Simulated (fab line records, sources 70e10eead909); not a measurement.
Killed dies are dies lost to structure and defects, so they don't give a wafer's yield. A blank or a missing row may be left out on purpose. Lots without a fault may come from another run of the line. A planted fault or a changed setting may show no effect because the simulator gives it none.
fab line records | flow nand_harc
record lots=4 wafers=12 last_day=33
route steps=1302 shown A_CHANNEL_HOLE_D2@570 END@1301
lots that met no fault: from a run of the same line without faults
start_h: hours from the record's first day to the start of the lot's first wafer shown | wait_h: hours since the lot's step before | " the same as in the row above | L1.1+2: a row that stands for several wafers | - no value, or no start given | * or withheld: withheld | < > ~ a bound
route shown NAME@n: a module of which the file shows steps, and the number in the route of the first | usual: mean/standard deviation of fault-free wafers | same: alike in all rows | chamber/n: place in a boat | sites: the reading at each site | _std_site: their standard deviation | _edge_site: outer sites' mean less inner sites' | radius_mm: how far each site lies from the wafer's centre | mask NAME#n: copy n | behind: the tool/chamber that last shaped the wafer | hold: why the lot was held/for how many hours/how that ended | device: the transistor (n, p or np) that didn't switch | end of line: the same wafers' tests at the end of the route | a step without rows: its recipe alone | killed: dies lost to structure and defects at the first sort, not the wafer's yield | map: a wafer's dies, x killed, . not, _ none there
set.NAME: the setting as run; set.NAME@STEP: as run at that earlier step | model.NAME: the simulator's own value behind a step, which no gauge read
lots at some steps of the route; a table a step, a row a wafer
services: from which hour (start_h, from the record's first day; less than 0 if before it) a tool's chamber was out of use, for how many hours, and why
## steps
# step NHARC_A_CHANNEL_HOLE_D2_DEP_00
# recipe target_thk_a=31000 temp_c=400 material=aC
# step NHARC_A_CHANNEL_HOLE_D2_DEP_01
# recipe target_thk_a=1400 target_thk_nm=140 temp_c=400 pressure_torr=3.5 flow_sccm=200 rf_w=350 material=SiON
# step NHARC_A_CHANNEL_HOLE_D2_DEHYDRATE_02
# recipe temp_c=150 time_s=120
# step NHARC_A_CHANNEL_HOLE_D2_HMDS_03
# recipe time_s=30
# step NHARC_A_CHANNEL_HOLE_D2_COAT_36
# recipe temp_c=260 time_s=75
# step NHARC_A_CHANNEL_HOLE_D2_COAT_37
# recipe temp_c=225 time_s=65
# step NHARC_A_CHANNEL_HOLE_D2_COAT_04
# recipe spin_rpm=1500 resist_thk_nm=90
# step NHARC_A_CHANNEL_HOLE_D2_SOFTBAKE_05
# recipe temp_c=105 time_s=55
# step NHARC_A_CHANNEL_HOLE_D2_EBR_06
# step NHARC_A_CHANNEL_HOLE_D2_EXPOSE_07
# recipe na=1.35 target_cd_nm=100 sigma_outer=0.3 dose_mj=59.65 mask_id=HOLE_D2
# step NHARC_A_CHANNEL_HOLE_D2_PEB_08
# recipe peb_temp_c=100 peb_time_s=65
# usual chill_plate_temp_C=23.00/0.1 heater_power_total_W=156.6/0.43
# columns lot.wafer tool chamber start_h wait_h chill_plate_temp_C heater_power_total_W
L100.1 litho_track-01 0 381.14 0.1 23.00 157.1
L100.2 " 0 " " 22.99 157.1
L100.4 " 0 " " 22.84 156.9
L109.2 litho_track-01 0 490.79 0.1 22.97 194.6
L109.3 " 0 " " 22.93 193.7
L109.4 " 0 " " 22.99 193.4
L110.1 litho_track-01 0 499.56 0.1 23.00 194.0
L110.4 " 0 " " 22.98 194.4
L110.6 " 0 " " 23.17 195.1
L112.2 litho_track-06 0 509.09 0.1 22.92 156.5
L112.4 " 0 " " 22.99 157.0
L112.6 " 0 " " 22.85 156.0
# step NHARC_A_CHANNEL_HOLE_D2_DEVELOP_09
# recipe develop_time_s=35 dev_temp_c=23
# step NHARC_A_CHANNEL_HOLE_D2_CD_MEAS_10
# recipe target_cd_nm=100 landing_energy_ev=500
# usual cd_nm=100.1/0.54
# same landing_energy_ev=500
# columns lot.wafer tool chamber start_h wait_h cd_nm
L100.1 cd_sem-01 0 381.22 - 100.8
L100.2 " 0 " " 100.1
L100.4 " 0 " " 99.8
L109.2 cd_sem-02 0 490.87 - 87.1
L109.3 " 0 " " 87.6
L109.4 " 0 " " 88.0
L110.1 cd_sem-03 0 499.64 - 88.6
L110.4 " 0 " " 89.0
L110.6 " 0 " " 88.5
L112.2 cd_sem-01 0 509.17 - 99.6
L112.4 " 0 " " 99.3
L112.6 " 0 " " 99.9
# step NHARC_A_CHANNEL_HOLE_D2_DESCUM_15
# recipe time_s=3 o2_flow_sccm=200 ar_flow_sccm=0 bias_power_w=0 chemistry=O2
# usual drypump_motor_current_A=5.9/0.41 mfc_ar_sccm=0.003/0.0045 oes_product_au=1.000/0.0089 rf_vpp_V=57.8/0.95 showerhead_plenum_p_Torr=1.92/0.078 throttle_valve_pct=11.311/0.0089
# same time_s=3
# columns lot.wafer tool chamber start_h wait_h drypump_motor_current_A mfc_ar_sccm oes_product_au rf_hours_counter_h rf_vpp_V showerhead_plenum_p_Torr throttle_valve_pct model.A_CHANNEL_HOLE_D2.cd_nm
L100.1 rie_diel-02 2 381.42 0.1 5.9 0 0.985 10.2 57.4 1.84 11.304 99.7
L100.2 " 0 " " 5.8 0 1.003 10.3 57.5 2.03 11.316 99.47
L100.4 " 1 " " 5.6 0 0.997 8.5 58.0 1.98 11.295 99.94
L109.2 rie_diel-01 3 491.06 0.1 6.5 0 1.004 4.0 58.2 1.86 11.314 86.24
L109.4 " 0 " " 6.4 0.004 0.993 3.6 57.5 2.04 11.316 88.69
L109.3 " 1 " " 5.5 0.014 0.998 3.8 57.6 1.85 11.319 87.22
L110.1 rie_diel-01 2 499.85 0.1 5.4 0 0.995 5.5 55.5 1.91 11.321 88.4
L110.6 " 3 " " 6.5 0 1.012 - 56.8 1.86 11.313 87.41
L110.4 " 2 " " 5.4 0 0.994 - 58.9 1.91 11.325 88.24
L112.2 rie_diel-02 3 509.37 0.1 5.8 0 1.005 6.4 58.4 1.95 11.318 99.42
L112.4 " 0 " " 5.8 0 1.009 5.8 57.7 2.03 11.291 99.95
L112.6 " 3 " " 5.8 0 1.000 - 57.6 1.95 11.303 100.1
# step NHARC_A_CHANNEL_HOLE_D2_ETCH_38
# recipe target_depth_a=390 over_etch_frac=0.3 time_s=65 ion_energy_ev=80 cf4_flow_sccm=150 ar_flow_sccm=0 rf_w=300 bias_w=100 chemistry=CF4
# step NHARC_A_CHANNEL_HOLE_D2_ETCH_39
# recipe target_depth_a=2600 over_etch_frac=0.3 time_s=325 ion_energy_ev=200 n2_flow_sccm=150 h2_flow_sccm=150 ar_flow_sccm=0 rf_w=400 bias_w=150 chemistry=N2/H2
# step NHARC_A_CHANNEL_HOLE_D2_ETCH_34
# recipe target_depth_a=1540 time_s=77 cf4_flow_sccm=100 chf3_flow_sccm=30 ar_flow_sccm=0 rf_w=500 bias_w=200 chemistry=CF4/CHF3
# step NHARC_A_CHANNEL_HOLE_D2_ETCH_16
# recipe target_depth_a=31000 over_etch_frac=0.3 time_s=806 ion_energy_ev=150 o2_flow_sccm=400 cos_flow_sccm=20 ar_flow_sccm=0 rf_w=500 bias_w=300 chemistry=O2/COS
# step NHARC_A_CHANNEL_HOLE_D2_CD_MEAS_18
# usual cd_nm=99.0/2.3
# columns lot.wafer tool chamber start_h wait_h cd_nm
L100.1 cd_sem-01 - 382.53 - 98.7
L100.2 " - " " 103.0
L100.4 " - " " 100.1
L109.2 cd_sem-01 - 492.16 - 83.5
L109.3 " - " " 81.0
L109.4 " - " " 89.2
L110.1 cd_sem-01 - 501.15 - 86.9
L110.4 " - " " 85.7
L110.6 " - " " 85.8
L112.2 cd_sem-03 - 510.48 - 97.0
L112.4 " - " " 99.3
L112.6 " - " " 97.4
# step NHARC_A_CHANNEL_HOLE_D2_ETCH_19
# recipe bias_v=1200 source_w=2500 pressure_mtorr=15 time_s=34.5 ar_flow_sccm=375 c4f8_flow_sccm=28.8 o2_flow_sccm=96.2 temp_c=-20 target_depth_a=* chemistry=C4F8/O2/Ar
# step NHARC_A_CHANNEL_HOLE_D2_ETCH_20
# recipe bias_v=3000 source_w=withheld pressure_mtorr=20 time_s=361.9 ar_flow_sccm=375 c4f8_flow_sccm=89.3 o2_flow_sccm=35.7 temp_c=-20 target_depth_a=16000 chemistry=C4F8/O2/Ar
# step NHARC_A_CHANNEL_HOLE_D2_ETCH_21
# recipe bias_v=3000 source_w=withheld pressure_mtorr=20 time_s=514.3 ar_flow_sccm=375 c4f8_flow_sccm=89.3 o2_flow_sccm=35.7 temp_c=-20 target_depth_a=16000 chemistry=C4F8/O2/Ar
# step NHARC_A_CHANNEL_HOLE_D2_ETCH_22
# recipe bias_v=3000 source_w=withheld pressure_mtorr=20 time_s=666.7 ar_flow_sccm=375 c4f8_flow_sccm=89.3 o2_flow_sccm=35.7 temp_c=-20 target_depth_a=16000 chemistry=C4F8/O2/Ar
# step NHARC_A_CHANNEL_HOLE_D2_ETCH_23
# recipe bias_v=5000 source_w=withheld pressure_mtorr=20 time_s=819 ar_flow_sccm=375 c4f8_flow_sccm=89.3 o2_flow_sccm=35.7 temp_c=-20 target_depth_a=16000 chemistry=C4F8/O2/Ar
# step NHARC_A_CHANNEL_HOLE_D2_ETCH_24
# recipe bias_v=5000 source_w=withheld pressure_mtorr=20 time_s=906.2 ar_flow_sccm=375 c4f8_flow_sccm=93.8 o2_flow_sccm=31.2 temp_c=-20 target_depth_a=15000 chemistry=C4F8/O2/Ar
# step NHARC_A_CHANNEL_HOLE_D2_ETCH_25
# recipe bias_v=5000 source_w=withheld pressure_mtorr=20 time_s=1040.2 ar_flow_sccm=375 c4f8_flow_sccm=93.8 o2_flow_sccm=31.2 temp_c=-20 target_depth_a=15000 chemistry=C4F8/O2/Ar
# step NHARC_A_CHANNEL_HOLE_D2_ETCH_26
# recipe bias_v=300 source_w=2000 pressure_mtorr=30 time_s=224.1 ar_flow_sccm=375 c4f8_flow_sccm=11.4 o2_flow_sccm=113.6 temp_c=-20 target_depth_a=3000 chemistry=C4F8/O2/Ar
# step NHARC_A_CHANNEL_HOLE_D2_ETCH_27
# recipe bias_v=400 source_w=2000 pressure_mtorr=25 time_s=90 ar_flow_sccm=375 c4f8_flow_sccm=41.7 o2_flow_sccm=83.3 temp_c=-20 target_depth_a=4000 chemistry=C4F8/O2/Ar
# step NHARC_A_CHANNEL_HOLE_D2_STRIP_41
# recipe n2_flow_sccm=150 h2_flow_sccm=150 ar_flow_sccm=0 bias_w=0 chemistry=N2/H2
# step NHARC_A_CHANNEL_HOLE_D2_STRIP_42
# recipe cf4_flow_sccm=100 chf3_flow_sccm=30 ar_flow_sccm=0 bias_w=0 chemistry=CF4/CHF3
# step NHARC_A_CHANNEL_HOLE_D2_STRIP_43
# recipe o2_flow_sccm=400 cos_flow_sccm=20 ar_flow_sccm=0 bias_w=0 chemistry=O2/COS
# step NHARC_A_CHANNEL_HOLE_D2_ETCH_44
# recipe target_depth_a=1400 overetch_a=140 time_s=77 ion_energy_ev=100 cf4_flow_sccm=80 o2_flow_sccm=20 ar_flow_sccm=0 rf_w=300 bias_w=100 chemistry=CF4/O2
# usual bias_w=100.0/0.32 drypump_motor_current_A=5.9/0.41 mfc_ar_sccm=0.003/0.0048 oes_product_au=1.000/0.0094 rf_vpp_V=197.9/1.4 showerhead_plenum_p_Torr=1.34/0.051 throttle_valve_pct=13.397/0.0084
# same time_s=77
# columns lot.wafer tool chamber start_h wait_h bias_w drypump_motor_current_A mfc_ar_sccm oes_product_au rf_hours_counter_h rf_vpp_V showerhead_plenum_p_Torr throttle_valve_pct model.A_CHANNEL_HOLE_D2.cd_nm
L100.2 rie_diel-02 2 389.35 0.0 100.5 5.9 0 0.993 10.9 197.3 1.28 13.394 88.53
L100.1 " 0 " " 99.7 5.8 0 1.009 10.9 200.9 1.41 13.387 89.98
L100.4 " 1 " " 99.7 5.6 0 0.992 9.3 200.3 1.38 13.402 88.95
L109.3 rie_diel-01 3 496.95 0.1 99.5 6.5 0 1.020 5.2 196.8 1.30 13.415 77.16
L109.4 " 0 " " 99.6 6.4 0.004 1.007 4.5 199.8 1.42 13.407 76.66
L109.2 " 1 " " 100.0 5.5 0.014 1.003 4.6 196.8 1.29 13.398 76.04
L110.4 rie_diel-02 0 505.94 0.1 99.6 5.8 0 1.004 5.6 200.3 1.41 13.396 79.02
L110.1 " 2 " " 100.0 5.9 0 1.001 6.0 197.4 1.28 13.390 76.8
L110.6 " 0 " " 99.8 5.8 0 0.996 - 199.0 1.41 13.395 76.13
L112.4 rie_diel-01 1 515.25 0.1 100.2 5.5 0.014 0.995 4.9 196.4 1.29 13.390 87.35
L112.2 " 0 " " 99.9 6.4 0.004 0.998 6.2 199.3 1.42 13.393 87.6
L112.6 " 1 " " 100.1 5.5 0.014 0.991 - 196.0 1.29 13.393 88
# step NHARC_A_CHANNEL_HOLE_D2_STRIP_28
# recipe o2_flow_sccm=500 ar_flow_sccm=0 bias_w=0 chemistry=O2
# step NHARC_A_CHANNEL_HOLE_D2_PRECLEAN_29
# recipe time_s=* temp_c=50 bath_age_min=0 chemistry=SC1
# step NHARC_A_CHANNEL_HOLE_D2_SRD_30
# step NHARC_A_CHANNEL_HOLE_D2_CD_MEAS_31
# usual cd_nm=89.2/1.5
# columns lot.wafer tool chamber start_h wait_h cd_nm
L100.1 cd_sem-02 - 390.14 - 89.8
L100.2 " - " " 87.8
L100.4 " - " " 88.6
L109.2 cd_sem-01 - 497.85 0.1 75.6
L109.3 " - " " 77.4
L109.4 " - " " 76.5
L110.1 cd_sem-01 - 506.73 - 75.7
L110.4 " - " " 78.5
L110.6 " - " " 75.7
L112.2 cd_sem-01 - 516.04 - 87.6
L112.4 " - " " 87.0
L112.6 " - " " 87.3
# step NHARC_A_CHANNEL_HOLE_D2_XSEM_32
# recipe landing_energy_ev=35000
# usual bot_cd_nm=73.6/1.8 bow_nm=8.61/0.25 tilt_deg=0.06/0.037
# same landing_energy_ev=35000
# columns lot.wafer tool chamber start_h wait_h bot_cd_nm bow_nm tilt_deg
L100.1 xsem-01 0 390.22 0.1 74.3 8.64 0.04
L100.2 " 0 " " 73.3 8.61 0.04
L100.4 " 0 " " 74.4 8.54 0.04
L109.2 xsem-01 0 497.94 0.1 59.4 8.50 0.06
L109.3 " 0 " " 60.8 8.55 0.06
L109.4 " 0 " " 60.3 8.53 0.06
L110.1 xsem-02 0 506.82 0.1 60.0 8.48 0.08
L110.4 " 0 " " 62.8 8.35 0.08
L110.6 " 0 " " 59.3 8.28 0.08
L112.2 xsem-02 0 516.14 0.1 71.0 8.82 0.13
L112.4 " 0 " " 71.4 8.82 0.13
L112.6 " 0 " " 71.2 8.79 0.13
# step NHARC_END_WLT_00
# usual VT_DECK1_BOTTOM=0.870/0.0085 VT_DECK1_BOTTOM_INNER=0.870/0.0084 VT_DECK1_MEDIAN_NEAR_BOTTOM=0.871/0.0082 VT_DECK1_MEDIAN_NEAR_BOTTOM_INNER=0.871/0.0086 VT_DECK1_MIDDLE=0.882/0.0082 VT_DECK1_MIDDLE_INNER=0.883/0.0079 VT_DECK1_TOP=0.894/0.008 VT_DECK1_TOP_INNER=0.894/0.0084 VT_DECK2_BOTTOM=0.865/0.0088 VT_DECK2_BOTTOM_INNER=0.866/0.0083 VT_DECK2_MEDIAN_NEAR_BOTTOM=0.867/0.0086 VT_DECK2_MEDIAN_NEAR_BOTTOM_INNER=0.867/0.0093 VT_DECK2_MIDDLE=0.880/0.0074 VT_DECK2_MIDDLE_INNER=0.880/0.0079 VT_DECK2_TOP=0.893/0.007 VT_DECK2_TOP_INNER=0.893/0.0075
# columns lot.wafer tool chamber start_h wait_h VT_DECK1_BOTTOM VT_DECK1_BOTTOM_INNER VT_DECK1_MEDIAN_NEAR_BOTTOM VT_DECK1_MEDIAN_NEAR_BOTTOM_INNER VT_DECK1_MIDDLE VT_DECK1_MIDDLE_INNER VT_DECK1_TOP VT_DECK1_TOP_INNER VT_DECK2_BOTTOM VT_DECK2_BOTTOM_INNER VT_DECK2_MEDIAN_NEAR_BOTTOM VT_DECK2_MEDIAN_NEAR_BOTTOM_INNER VT_DECK2_MIDDLE VT_DECK2_MIDDLE_INNER VT_DECK2_TOP VT_DECK2_TOP_INNER
L100.1 prober-01 - 649.65 0.0 0.870 0.875 0.869 0.873 0.882 0.889 0.898 0.897 0.866 0.865 0.864 0.878 0.884 0.881 0.898 0.898
L100.2 " - " " 0.876 0.879 0.880 0.877 0.882 0.896 0.894 0.894 0.863 0.874 0.862 0.868 0.881 0.887 0.903 0.903
L100.4 " - 651.17 1.6 0.885 0.874 0.876 0.874 0.883 0.881 0.895 0.903 0.870 0.867 0.865 0.867 0.886 0.882 0.891 0.896
L109.2 prober-01 - 759.42 0.5 0.876 0.884 0.885 0.876 0.892 0.887 0.897 0.907 0.823 0.832 0.822 0.824 0.850 0.858 0.863 0.870
L109.3 " - " " 0.882 0.867 0.867 0.877 0.885 0.885 0.901 0.893 0.839 0.833 0.835 0.836 0.856 0.854 0.864 0.872
L109.4 " - " " 0.879 0.882 0.883 0.877 0.889 0.889 0.908 0.906 0.831 0.830 0.834 0.836 0.850 0.857 0.873 0.876
L110.1 prober-01 - 768.96 0.0 0.871 0.868 0.868 0.867 0.874 0.877 0.892 0.891 0.816 0.822 0.817 0.814 0.841 0.841 0.861 0.861
L110.4 " - 770.45 1.5 0.875 0.866 0.880 0.875 0.874 0.888 0.891 0.891 0.830 0.830 0.824 0.828 0.854 0.841 0.859 0.864
L110.6 " - " " 0.864 0.874 0.871 0.868 0.887 0.889 0.890 0.896 0.826 0.810 0.821 0.820 0.847 0.843 0.855 0.859
L112.2 prober-01 - 777.18 8.3 0.857 0.859 0.859 0.856 0.871 0.869 0.872 0.878 0.845 0.850 0.857 0.846 0.864 0.865 0.885 0.878
L112.4 " - 778.18 9.3 0.853 0.852 0.861 0.855 0.862 0.857 0.873 0.882 0.852 0.853 0.852 0.850 0.865 0.869 0.882 0.878
L112.6 " - 779.18 10.3 0.854 0.858 0.856 0.860 0.871 0.869 0.881 0.875 0.854 0.850 0.857 0.844 0.877 0.868 0.889 0.887
# step NHARC_END_SORT_01
# recipe temp_c=25
# usual killed_at_array=59/20 killed_at_other=0.8/1 killed_at_periphery=3.2/2.1 killed_dies=63/21 killed_open=3.0/1.9 killed_short=2.3/1.5
# same gross_dies=677
# columns lot.wafer tool chamber start_h wait_h killed_at_array killed_at_other killed_at_periphery killed_dies killed_open killed_short
L100.2 prober-01 0 653.49 2.8 27 1 6 34 4 2
L100.4 prober-01 0 655.07 3.4 37 0 5 42 3 0
L109.2 prober-01 0 762.68 2.8 85 2 3 90 4 5
L109.3 prober-01 0 763.48 3.1 81 0 5 86 1 5
L109.4 prober-01 0 764.27 3.4 85 0 2 87 3 6
L110.1 prober-01 0 771.94 2.5 76 0 0 76 0 4
L110.4 prober-01 0 774.31 3.4 77 1 1 79 6 3
L110.6 prober-01 0 775.89 4.0 66 1 1 68 1 2
# killed by level:class
L100.2 A_CHANNEL_HOLE_D2:chamber_film_flake=11 A_CHANNEL_HOLE_D1:chamber_film_flake=6 A_STAIRCASE:chamber_film_flake=3 P_GATE:chamber_film_flake=2 P_BONDPAD:chamber_film_flake=2 A_WL_FILL:chamber_film_flake=2 P_CONTACT:geometric_particle:open=1 A_ONON_D1:geometric_particle:open=1
L100.4 A_CHANNEL_HOLE_D2:chamber_film_flake=17 A_CONTACT:chamber_film_flake=5 A_CHANNEL_HOLE_D1:chamber_film_flake=4 P_BONDPAD:chamber_film_flake=3 A_STAIRCASE:chamber_film_flake=3 A_BONDPAD:chamber_film_flake=3 P_CONTACT:geometric_particle:open=1 A_WL_FILL:geometric_particle:open=1
L109.2 A_CHANNEL_HOLE_D2:chamber_film_flake=27 A_CHANNEL_HOLE_D1:chamber_film_flake=21 A_CHANNEL_HOLE_D2:area_peb=16 A_CONTACT:chamber_film_flake=6 A_SLIT:chamber_film_flake=4 A_CHANNEL_FILL_D1:geometric_particle:short=2 A_STAIRCASE:chamber_film_flake=2 THIN_TSV:chamber_film_flake=2
L109.3 A_CHANNEL_HOLE_D2:chamber_film_flake=27 A_CHANNEL_HOLE_D2:area_peb=20 A_CHANNEL_HOLE_D1:chamber_film_flake=10 A_SLIT:chamber_film_flake=8 P_ZERO_WELL:chamber_film_flake=4 A_CONTACT:chamber_film_flake=4 A_STAIRCASE:chamber_film_flake=2 A_BLC:chamber_film_flake=2
L109.4 A_CHANNEL_HOLE_D2:chamber_film_flake=29 A_CHANNEL_HOLE_D2:area_peb=17 A_CHANNEL_HOLE_D1:chamber_film_flake=12 A_SLIT:chamber_film_flake=5 A_CHANNEL_FILL_D1:geometric_particle:short=2 A_CHANNEL_FILL_D1:chamber_film_flake=2 A_DECK1_JOINT:chamber_film_flake=2 A_CHANNEL_FILL_D2:chamber_film_flake=2
L110.1 A_CHANNEL_HOLE_D2:chamber_film_flake=32 A_CHANNEL_HOLE_D2:area_peb=16 A_CONTACT:chamber_film_flake=8 A_SLIT:chamber_film_flake=7 A_M0:geometric_particle:short=3 A_BLC:chamber_film_flake=3 A_CHANNEL_HOLE_D1:chamber_film_flake=2 A_CHANNEL_FILL_D2:chamber_film_flake=2
L110.4 A_CHANNEL_HOLE_D2:chamber_film_flake=26 A_CHANNEL_HOLE_D2:area_peb=21 A_CONTACT:chamber_film_flake=6 A_SLIT:chamber_film_flake=5 A_CHANNEL_HOLE_D1:unspecified=3 A_STAIRCASE:chamber_film_flake=3 A_CHANNEL_FILL_D2:geometric_particle:open=2 A_CHANNEL_HOLE_D1:chamber_film_flake=2
L110.6 A_CHANNEL_HOLE_D2:chamber_film_flake=30 A_CHANNEL_HOLE_D2:area_peb=19 A_SLIT:chamber_film_flake=5 A_CONTACT:chamber_film_flake=5 A_ONON_D2:geometric_particle:short=1 A_ONON_D2:geometric_particle:open=1 A_WL_FILL:geometric_particle:short=1 P_ZERO_WELL:chamber_film_flake=1
## services
# columns tool chamber start_h hours kind
rie_diel-02 0 372.70 - clean
rie_diel-02 1 372.70 - clean
rie_diel-02 2 372.70 - clean
rie_diel-02 3 372.70 - clean
xsem-01 - 374.00 14.0 pm
rie_diel-01 0 374.76 - clean
rie_diel-01 1 374.76 - clean
rie_diel-01 2 374.76 - clean
rie_diel-01 3 374.76 - clean
rie_diel-02 - 393.94 9.0 pm
rie_diel-02 0 393.94 9.0 vent_cycle
rie_diel-02 1 393.94 9.0 vent_cycle
rie_diel-02 2 393.94 9.0 vent_cycle
rie_diel-02 3 393.94 9.0 vent_cycle
rie_diel-01 - 395.71 9.0 pm
rie_diel-01 0 395.71 9.0 vent_cycle
rie_diel-01 1 395.71 9.0 vent_cycle
rie_diel-01 2 395.71 9.0 vent_cycle
rie_diel-01 3 395.71 9.0 vent_cycle
rie_diel-01 - 426.43 1.0 repair
rie_diel-02 1 428.77 2.6 repair
rie_diel-02 - 477.74 0.5 repair
rie_diel-01 1 499.19 7.7 repair
litho_track-01 - 505.00 7.0 pm
## key
first_sign step=NHARC_A_CHANNEL_HOLE_D2_PEB_08 reading=heater_power_total_W direction=up sigmas=87 usual=* struck=*
effect step=NHARC_A_CHANNEL_HOLE_D2_CD_MEAS_10 reading=cd_nm direction=down sigmas=22 usual=100.1 struck=88.1
effect step=NHARC_A_CHANNEL_HOLE_D2_CD_MEAS_18 reading=cd_nm direction=down sigmas=6.1 usual=99.0 struck=85.3
effect step=NHARC_A_CHANNEL_HOLE_D2_CD_MEAS_31 reading=cd_nm direction=down sigmas=8.2 usual=89.2 struck=76.6
effect step=NHARC_A_CHANNEL_HOLE_D2_XSEM_32 reading=bot_cd_nm direction=down sigmas=7.5 usual=73.6 struck=60.4
effect step=NHARC_END_WLT_00 reading=VT_DECK2_BOTTOM_INNER direction=down sigmas=4.8 usual=0.866 struck=0.826
model_effect step=NHARC_A_CHANNEL_HOLE_D2_DESCUM_15 value=A_CHANNEL_HOLE_D2.cd_nm without=99.58 struck=87.7
model_effect step=NHARC_A_CHANNEL_HOLE_D2_ETCH_44 value=A_CHANNEL_HOLE_D2.cd_nm without=88.85 struck=76.97
met_at NHARC_A_CHANNEL_HOLE_D2_PEB_08
struck_wafers L109.2,L109.3,L109.4,L110.1,L110.4,L110.6
tester_left_out L109,L110
onset_between 381.14 490.79
fault kind=process_parameter_drift tool=litho_track-01 chamber=- onset_h=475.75 steps=NHARC_A_CHANNEL_HOLE_D2_PEB_08 channel=peb_time_s offset=* shape=step end_h=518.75 acts_in=* stated=*
# tester_left_out: of these lots the tester's yield and bins aren't shown, on N5 and GAA mostly nor the transistor test; their killed dies are dies lost to structure and defects alone, not to doping, threshold or leakage, so they don't give the yield
